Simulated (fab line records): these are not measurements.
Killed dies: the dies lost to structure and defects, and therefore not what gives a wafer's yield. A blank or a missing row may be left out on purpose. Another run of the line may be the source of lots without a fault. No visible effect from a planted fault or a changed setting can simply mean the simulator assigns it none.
Which of the tools did it? + flow nand harc + 72 wafers from 24 lots sampled at 6 of the route's 1159 steps

== WHAT EACH GAUGE READ, for each wafer ==
NHARC_P_M2_THK_MEAS_24: measures by xrf.
| lot  | measured     | on            | thk nm (nm)       |
|------|--------------|---------------|-------------------|
| L074 | day 6 05:47  | film metro-01 | 143.9 141.7 144.0 |
| L075 | day 6 16:59  | film metro-02 | 145.2 146.3 144.0 |
| L076 | day 6 20:15  | film metro-02 | 145.9 142.6 147.6 |
| L077 | day 7 01:13  | film metro-01 | 144.1 142.1 143.4 |
| L078 | day 7 03:43  | film metro-02 | 141.2 143.2 145.4 |
| L080 | day 7 19:22  | film metro-01 | 140.7 144.1 144.4 |
| L079 | day 7 19:59  | film metro-01 | 145.1 144.5 141.8 |
| L081 | day 8 05:35  | film metro-01 | 145.0 143.4 142.8 |
| L082 | day 8 09:10  | film metro-01 | 143.6 143.3 144.9 |
| L083 | day 8 13:39  | film metro-02 | 142.5 143.8 143.8 |
| L084 | day 8 14:08  | film metro-01 | 143.3 142.3 143.3 |
| L087 | day 9 10:34  | film metro-01 | 142.3 144.4 143.4 |
| L085 | day 9 11:38  | film metro-02 | 145.5 143.0 143.1 |
| L086 | day 9 12:30  | film metro-01 | 144.6 142.0 144.8 |
| L089 | day 9 22:14  | film metro-01 | 144.1 142.5 142.4 |
| L088 | day 10 03:06 | film metro-01 | 146.1 145.3 145.2 |
| L090 | day 10 14:19 | film metro-02 | 142.9 144.3 142.7 |
| L092 | day 10 18:24 | film metro-02 | 143.4 146.7 144.8 |
| L091 | day 10 18:54 | film metro-01 | 143.3 145.8 143.7 |
| L093 | day 11 04:47 | film metro-01 | 143.2 142.5 145.8 |
| L094 | day 11 05:56 | film metro-01 | 143.2 144.1 143.8 |
| L095 | day 11 08:12 | film metro-01 | 144.1 145.5 144.2 |
| L097 | day 11 23:11 | film metro-02 | 141.4 143.7 142.8 |
| L096 | day 12 00:31 | film metro-01 | 143.8 144.6 146.4 |

== WHICH TOOL RAN EACH LOT (tool, then ch and the chambers of the sampled wafers, then the start) ==
| lot  | NHARC_P_CONTACT_ETCH_31                       | NHARC_P_CONTACT_CMP_24        | NHARC_P_M0_PVD_21                       | NHARC_P_M1_ANNEAL_31             | NHARC_P_M1_DEP_33               |
|------|-----------------------------------------------|-------------------------------|-----------------------------------------|----------------------------------|---------------------------------|
| L074 | rie diel-06 ch 2,3, day 5 17:21 or earlier    | cmp-01 ch 0,1,3, day 5 17:21  | pvd sputter-02, day 6 01:11 or earlier  | rtp anneal-01 ch 0, day 6 01:11  | pecvd-01 ch 0,1,2, day 6 02:06  |
| L075 | rie diel-06 ch 1,2,3, day 6 04:55 or earlier  | cmp-02 ch 1,3, day 6 04:55    | pvd sputter-01, day 6 12:16 or earlier  | rtp anneal-01 ch 0, day 6 12:16  | pecvd-02 ch 1,2, day 6 13:13    |
| L076 | rie diel-11 ch 1,2,3, day 6 08:17 or earlier  | cmp-01 ch 0,1,2, day 6 08:17  | pvd sputter-03, day 6 15:24 or earlier  | rtp anneal-01 ch 0, day 6 15:24  | pecvd-01 ch 1,2, day 6 16:22    |
| L077 | rie diel-06 ch 1,2,3, day 6 13:12 or earlier  | cmp-02 ch 0,2,3, day 6 13:12  | pvd sputter-01, day 6 20:28 or earlier  | rtp anneal-01 ch 0, day 6 20:28  | pecvd-02 ch 0,1, day 6 21:29    |
| L078 | rie diel-05 ch 1,2,3, day 6 15:13 or earlier  | cmp-02 ch 1,2,3, day 6 15:13  | pvd sputter-02, day 6 22:38 or earlier  | rtp anneal-01 ch 0, day 6 22:38  | pecvd-04 ch 0,1,2, day 6 23:38  |
| L080 | rie diel-05 ch 0,1,2, day 7 07:02 or earlier  | cmp-03 ch 0,2,3, day 7 07:02  | pvd sputter-02, day 7 14:32 or earlier  | rtp anneal-01 ch 0, day 7 14:32  | pecvd-01 ch 0,2, day 7 15:28    |
| L079 | rie diel-05 ch 1,2,3, day 7 07:33 or earlier  | cmp-03 ch 0,1,3, day 7 07:33  | pvd sputter-01, day 7 14:52 or earlier  | rtp anneal-02 ch 0, day 7 14:52  | pecvd-04 ch 0,1, day 7 15:50    |
| L081 | rie diel-06 ch 1,2,3, day 7 17:19 or earlier  | cmp-02 ch 2,3, day 7 17:19    | pvd sputter-03, day 8 01:00 or earlier  | rtp anneal-02 ch 0, day 8 01:00  | pecvd-02 ch 0,1,2, day 8 01:56  |
| L082 | rie diel-05 ch 0,2,3, day 7 20:53 or earlier  | cmp-02 ch 1,2, day 7 20:53    | pvd sputter-02, day 8 04:30 or earlier  | rtp anneal-02 ch 0, day 8 04:30  | pecvd-04 ch 0,1, day 8 05:23    |
| L083 | rie diel-11 ch 0,1,3, day 8 01:26 or earlier  | cmp-01 ch 0,2,3, day 8 01:26  | pvd sputter-03, day 8 08:54 or earlier  | rtp anneal-02 ch 0, day 8 08:54  | pecvd-04 ch 0,1,2, day 8 09:49  |
| L084 | rie diel-06 ch 1,2, day 7 19:52               | cmp-02 ch 0,3, day 8 01:57    | pvd sputter-01, day 8 09:17 or earlier  | rtp anneal-01 ch 0, day 8 09:17  | pecvd-04 ch 0,2, day 8 10:17    |
| L087 | rie diel-06 ch 0,1,3, day 8 22:14 or earlier  | cmp-03 ch 0,2, day 8 22:14    | pvd sputter-03, day 9 05:36 or earlier  | rtp anneal-01 ch 0, day 9 05:36  | pecvd-02 ch 0,1, day 9 06:34    |
| L085 | rie diel-05 ch 0,2,3, day 8 23:31 or earlier  | cmp-01 ch 0,1,2, day 8 23:31  | pvd sputter-02, day 9 07:00 or earlier  | rtp anneal-01 ch 0, day 9 07:00  | pecvd-01 ch 0,2, day 9 07:55    |
| L086 | rie diel-06 ch 1,3, day 8 23:47 or earlier    | cmp-02 ch 0,3, day 8 23:47    | pvd sputter-01, day 9 07:42 or earlier  | rtp anneal-01 ch 0, day 9 07:42  | pecvd-01 ch 0,1,2, day 9 08:40  |
| L089 | rie diel-05 ch 0,1,2, day 9 09:56 or earlier  | cmp-02 ch 0,2, day 9 09:56    | pvd sputter-02, day 9 17:30 or earlier  | rtp anneal-02 ch 0, day 9 17:30  | pecvd-02 ch 0,1, day 9 18:26    |
| L088 | rie diel-06 ch 0,1,2, day 9 14:44 or earlier  | cmp-01 ch 2,3, day 9 14:44    | pvd sputter-03, day 9 22:12 or earlier  | rtp anneal-01 ch 0, day 9 22:12  | pecvd-02 ch 0,1,2, day 9 23:11  |
| L090 | rie diel-05 ch 0,3, day 10 01:59 or earlier   | cmp-03 ch 0,1,2, day 10 01:59 | pvd sputter-03, day 10 09:23 or earlier | rtp anneal-01 ch 0, day 10 09:23 | pecvd-01 ch 0,1,2, day 10 10:23 |
| L092 | rie diel-06 ch 0,1,3, day 10 06:03 or earlier | cmp-03 ch 1,2,3, day 10 06:03 | pvd sputter-02, day 10 13:29 or earlier | rtp anneal-01 ch 0, day 10 13:29 | pecvd-01 ch 1,2, day 10 14:31   |
| L091 | rie diel-06 ch 1,3, day 10 06:37 or earlier   | cmp-01 ch 2,3, day 10 06:37   | pvd sputter-02, day 10 14:04 or earlier | rtp anneal-01 ch 0, day 10 14:04 | pecvd-01 ch 1,2, day 10 14:58   |
| L093 | rie diel-06 ch 0,1,3, day 10 16:35 or earlier | cmp-02 ch 1,2,3, day 10 16:35 | pvd sputter-02, day 10 23:51 or earlier | rtp anneal-02 ch 0, day 10 23:51 | pecvd-04 ch 0,1,2, day 11 00:49 |
| L094 | rie diel-05 ch 0,1,3, day 10 17:07 or earlier | cmp-03 ch 0,1,3, day 10 17:07 | pvd sputter-02, day 11 00:47 or earlier | rtp anneal-02 ch 0, day 11 00:47 | pecvd-04 ch 0,1,2, day 11 01:45 |
| L095 | rie diel-06 ch 1,2,3, day 10 20:10 or earlier | cmp-02 ch 0,1,3, day 10 20:10 | pvd sputter-01, day 11 03:26 or earlier | rtp anneal-02 ch 0, day 11 03:26 | pecvd-02 ch 0,1, day 11 04:21   |
| L097 | rie diel-11 ch 0,3, day 11 10:56 or earlier   | cmp-02 ch 1,2,3, day 11 10:56 | pvd sputter-01, day 11 18:25 or earlier | rtp anneal-02 ch 0, day 11 18:25 | pecvd-04 ch 1,2, day 11 19:25   |
| L096 | rie diel-11 ch 0,1,3, day 11 12:10 or earlier | cmp-01 ch 0,1, day 11 12:10   | pvd sputter-01, day 11 19:47 or earlier | rtp anneal-02 ch 0, day 11 19:47 | pecvd-01 ch 1,2, day 11 20:43   |
- NHARC_P_CONTACT_ETCH_31: etches the open film in CH3F/O2, target depth 30 nm, time 85.7 s.
- NHARC_P_CONTACT_CMP_24: polishes, t overpolish 30 s, target thk 200 nm.
- NHARC_P_M0_PVD_21: deposits Cu, target thk 30 nm, time 20.49 s.
- NHARC_P_M1_ANNEAL_31: time 90 s.
- NHARC_P_M1_DEP_33: deposits SiCN, target thk 30 nm.

== AS READ BY THE TOOLS THEMSELVES (means over the sampled wafers that have a number; for cases with no such wafer, the mark the record gives instead) ==
NHARC_P_CONTACT_ETCH_31.
| lot  | tool        | bias w (W) | chamber pressure mTorr (mTorr) | drypump motor current A (A) | oes product au (a.u.) | rf vpp V (V) | showerhead plenum p Torr (Torr) | throttle valve pct (%) |
|------|-------------|------------|--------------------------------|-----------------------------|-----------------------|--------------|---------------------------------|------------------------|
| L074 | rie diel-06 | 100.2      | 24.967                         | 6.2                         | 0.988                 | 244.7        | 2.52                            | 20.671                 |
| L075 | rie diel-06 | 99.9       | 25.002                         | 5.9                         | 1.003                 | 245.3        | 2.52                            | 20.669                 |
| L076 | rie diel-11 | 99.8       | 25.005                         | 5.8                         | 0.969                 | 244.3        | 2.46                            | 20.669                 |
| L077 | rie diel-06 | 100.1      | 25.026                         | 5.9                         | 0.949                 | 245.7        | 2.52                            | 20.669                 |
| L078 | rie diel-05 | 100.1      | 24.996                         | 6.2                         | 1.002                 | 246.0        | 2.58                            | 20.660                 |
| L080 | rie diel-05 | 99.9       | 24.997                         | 5.8                         | 0.996                 | 244.9        | 2.47                            | 20.659                 |
| L079 | rie diel-05 | 99.6       | 24.988                         | 6.2                         | 0.992                 | 246.1        | 2.58                            | 20.653                 |
| L081 | rie diel-06 | 100.3      | 25.001                         | 5.9                         | 0.986                 | 244.8        | 2.52                            | 20.676                 |
| L082 | rie diel-05 | 99.8       | 24.994                         | 6.0                         | 0.992                 | 244.8        | 2.52                            | 20.657                 |
| L083 | rie diel-11 | 100.1      | 24.998                         | 6.0                         | 1.001                 | 243.6        | 2.42                            | 20.667                 |
| L084 | rie diel-06 | 99.8       | 24.996                         | 5.8                         | 1.011                 | 245.6        | 2.49                            | 20.670                 |
| L087 | rie diel-06 | 99.8       | 24.987                         | 6.0                         | 0.992                 | 246.3        | 2.54                            | 20.665                 |
| L085 | rie diel-05 | 100.1      | 24.973                         | 6.0                         | 0.977                 | 245.3        | 2.52                            | 20.662                 |
| L086 | rie diel-06 | 100.0      | 25.007                         | 6.0                         | 0.994                 | 245.8        | 2.56                            | 20.666                 |
| L089 | rie diel-05 | 100.1      | 24.995                         | 5.8                         | 0.959                 | 244.5        | 2.47                            | 20.668                 |
| L088 | rie diel-06 | 100.0      | 24.982                         | 5.9                         | 0.972                 | 244.8        | 2.50                            | 20.662                 |
| L090 | rie diel-05 | 100.1      | 24.989                         | 5.6                         | 0.989                 | 244.3        | 2.41                            | 20.663                 |
| L092 | rie diel-06 | 100.1      | 25.010                         | 6.0                         | 1.000                 | 244.8        | 2.53                            | 20.665                 |
| L091 | rie diel-06 | 100.1      | 24.987                         | 5.7                         | 0.993                 | 245.7        | 2.55                            | 20.664                 |
| L093 | rie diel-06 | 100.2      | 24.993                         | 6.0                         | 0.992                 | 245.3        | 2.53                            | 20.670                 |
| L094 | rie diel-05 | 100.2      | 24.997                         | 5.8                         | 0.986                 | 244.6        | 2.47                            | 20.669                 |
| L095 | rie diel-06 | 99.9       | 24.995                         | 5.8                         | 0.987                 | 245.1        | 2.52                            | 20.664                 |
| L097 | rie diel-11 | 100.1      | 24.994                         | 6.3                         | 1.012                 | 242.1        | 2.35                            | 20.663                 |
| L096 | rie diel-11 | 100.5      | 25.009                         | 6.0                         | 0.938                 | 243.2        | 2.41                            | 20.658                 |

NHARC_P_CONTACT_CMP_24.
| lot  | tool   | motor current A (A) | overpolish run s (s) | time to endpoint s (s) |
|------|--------|---------------------|----------------------|------------------------|
| L074 | cmp-01 | 11.6                | 30.004               | 36.9                   |
| L075 | cmp-02 | 11.0                | 29.986               | 38.8                   |
| L076 | cmp-01 | 11.5                | 30.000               | 36.6                   |
| L077 | cmp-02 | 11.7                | 30.003               | 41.9                   |
| L078 | cmp-02 | 12.0                | 29.994               | 43.2                   |
| L080 | cmp-03 | 11.8                | 30.012               | 35.6                   |
| L079 | cmp-03 | 11.7                | 29.997               | 40.2                   |
| L081 | cmp-02 | 12.6                | 30.006               | 41.6                   |
| L082 | cmp-02 | 12.7                | 30.001               | 42.9                   |
| L083 | cmp-01 | 11.6                | 29.991               | 40.4                   |
| L084 | cmp-02 | 10.2                | 30.002               | 42.1                   |
| L087 | cmp-03 | 12.5                | 30.001               | 40.1                   |
| L085 | cmp-01 | 11.4                | 29.993               | 36.0                   |
| L086 | cmp-02 | 10.3                | 29.996               | 41.2                   |
| L089 | cmp-02 | 12.1                | 29.997               | 37.0                   |
| L088 | cmp-01 | 11.8                | 30.007               | 38.5                   |
| L090 | cmp-03 | 12.5                | 30.000               | 38.9                   |
| L092 | cmp-03 | 11.5                | 30.001               | 41.4                   |
| L091 | cmp-01 | 11.7                | 30.003               | 38.6                   |
| L093 | cmp-02 | 12.1                | 29.994               | 41.8                   |
| L094 | cmp-03 | 11.7                | 30.005               | 39.8                   |
| L095 | cmp-02 | 11.0                | 29.999               | 36.7                   |
| L097 | cmp-02 | 11.7                | 30.002               | 37.7                   |
| L096 | cmp-01 | 11.4                | 30.003               | 39.5                   |

NHARC_P_M0_PVD_21.
| lot  | tool           | throttle valve pct (%) |
|------|----------------|------------------------|
| L074 | pvd sputter-02 | 28.4                   |
| L075 | pvd sputter-01 | 29.2                   |
| L076 | pvd sputter-03 | 29.9                   |
| L077 | pvd sputter-01 | 29.4                   |
| L078 | pvd sputter-02 | 28.2                   |
| L080 | pvd sputter-02 | 28.3                   |
| L079 | pvd sputter-01 | 30.1                   |
| L081 | pvd sputter-03 | 29.7                   |
| L082 | pvd sputter-02 | 28.3                   |
| L083 | pvd sputter-03 | 29.4                   |
| L084 | pvd sputter-01 | 29.6                   |
| L087 | pvd sputter-03 | 30.2                   |
| L085 | pvd sputter-02 | 28.5                   |
| L086 | pvd sputter-01 | 29.6                   |
| L089 | pvd sputter-02 | 28.4                   |
| L088 | pvd sputter-03 | 30.1                   |
| L090 | pvd sputter-03 | 29.9                   |
| L092 | pvd sputter-02 | 28.9                   |
| L091 | pvd sputter-02 | 29.1                   |
| L093 | pvd sputter-02 | 29.0                   |
| L094 | pvd sputter-02 | 28.7                   |
| L095 | pvd sputter-01 | 30.3                   |
| L097 | pvd sputter-01 | 29.8                   |
| L096 | pvd sputter-01 | 30.3                   |

NHARC_P_M1_ANNEAL_31.
| lot  | tool          | wafer_temp_C_max |
|------|---------------|------------------|
| L074 | rtp anneal-01 | 226.49           |
| L075 | rtp anneal-01 | 226.30           |
| L076 | rtp anneal-01 | 226.48           |
| L077 | rtp anneal-01 | 226.48           |
| L078 | rtp anneal-01 | 226.58           |
| L080 | rtp anneal-01 | 226.24           |
| L079 | rtp anneal-02 | 226.20           |
| L081 | rtp anneal-02 | 226.52           |
| L082 | rtp anneal-02 | 226.15           |
| L083 | rtp anneal-02 | 226.57           |
| L084 | rtp anneal-01 | 226.07           |
| L087 | rtp anneal-01 | 226.39           |
| L085 | rtp anneal-01 | 226.15           |
| L086 | rtp anneal-01 | 226.21           |
| L089 | rtp anneal-02 | 226.33           |
| L088 | rtp anneal-01 | 226.51           |
| L090 | rtp anneal-01 | 226.29           |
| L092 | rtp anneal-01 | 225.79           |
| L091 | rtp anneal-01 | 226.14           |
| L093 | rtp anneal-02 | 226.37           |
| L094 | rtp anneal-02 | 226.49           |
| L095 | rtp anneal-02 | 226.16           |
| L097 | rtp anneal-02 | 226.12           |
| L096 | rtp anneal-02 | 226.28           |

NHARC_P_M1_DEP_33.
| lot  | tool     | heater power outer w (W) | heater power w (W) |
|------|----------|--------------------------|--------------------|
| L074 | pecvd-01 | 319                      | 577                |
| L075 | pecvd-02 | 258                      | 513                |
| L076 | pecvd-01 | 373                      | 653                |
| L077 | pecvd-02 | 312                      | 591                |
| L078 | pecvd-04 | 311                      | 566                |
| L080 | pecvd-01 | 278                      | 549                |
| L079 | pecvd-04 | 290                      | 546                |
| L081 | pecvd-02 | 271                      | 531                |
| L082 | pecvd-04 | 289                      | 507                |
| L083 | pecvd-04 | 305                      | 548                |
| L084 | pecvd-04 | 256                      | 536                |
| L087 | pecvd-02 | 292                      | 556                |
| L085 | pecvd-01 | 328                      | 593                |
| L086 | pecvd-01 | 328                      | 598                |
| L089 | pecvd-02 | 283                      | 548                |
| L088 | pecvd-02 | 279                      | 547                |
| L090 | pecvd-01 | 313                      | 575                |
| L092 | pecvd-01 | 330                      | 575                |
| L091 | pecvd-01 | 346                      | 605                |
| L093 | pecvd-04 | 270                      | 512                |
| L094 | pecvd-04 | 312                      | 554                |
| L095 | pecvd-02 | 256                      | 508                |
| L097 | pecvd-04 | 309                      | 553                |
| L096 | pecvd-01 | 353                      | 648                |

== THE ANSWER, worked out from the rows above alone ==
Rule: the usual values come from the lots themselves. The widest of any qualifying gaps counts: lots, ordered by their means at a reading, are off when they make up no more than a third of the lots, leave a main group of 4 or more, and stand apart from it by 3 or more times the standard deviation of that group's means. If all means in a main group match to the digits the tables above print for the reading, that group is not used. A lot without any number at a reading at which 4 lots or more have one is off too. Where the step has rows for the other lots, those lots are counted as sound. First the gauges in route order, then the tools' own readings, where a lot's mean is used as printed above. The first step at which some lot is off is used, and at that step the reading that is off furthest; a lot without a number counts as furthest.
None of the lots is off at any reading shown; this tells nothing.

== WHAT WAS PUT IN BY THE SIMULATOR ==
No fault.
